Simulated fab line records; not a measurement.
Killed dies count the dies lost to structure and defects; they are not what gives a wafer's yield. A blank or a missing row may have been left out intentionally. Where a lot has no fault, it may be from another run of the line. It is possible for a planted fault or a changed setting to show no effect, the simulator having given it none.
Chamber matching	flow n5_finfet	3 sister chambers for N5_BEOL_M1_CO_CAP_55 on cvd_co-02
The step material Co, precursor CCTBA/H2, target thk 2 nm, time 102.1 s. 3 wafers are shown with their chamber, then 10 later ones without.

== EACH WAFER AND ITS CHAMBER ==
wafer	chamber	heater_power_w (W)
L081.2	2	205
L083.1	0	227
L083.3	1	242

== WAFERS WITH NO CHAMBER GIVEN ==
wafer	heater_power_w (W)
L083.4	209
L089.2	237
L089.4	202
L089.5	250
L093.2	243
L093.4	235
L093.6	248
L096.1	209
L096.4	228
L096.6	207

== WHICH CHAMBER EACH ONE RAN IN ==
wafer	from the rows above	in truth
L083.4	2	2
L089.2	can't be placed: 1 or 0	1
L089.4	2	2
L089.5	1	1
L093.2	1	1
L093.4	can't be placed: 1 or 0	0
L093.6	1	1
L096.1	2	2
L096.4	0	0
L096.6	2	2
Correctly placed: 8 of 10. Unplaceable from these rows: 2, with the true chamber sitting among the candidates in 2. Wrongly placed: 0.
How it was worked out, from the rows above alone: a wafer's distance from a chamber is the root of the sum, over the readings, of the square of ((its reading less the chamber's mean) divided by the reading's scatter). If the next closest chamber is less than 2 further off than the closest, the wafer can't be placed; otherwise it belongs to the closest. For every chamber, the mean is computed from those of its wafers that are shown. The scatter: root of mean squared gap, hidden wafer to nearest shown wafer, with one shown wafer a chamber.
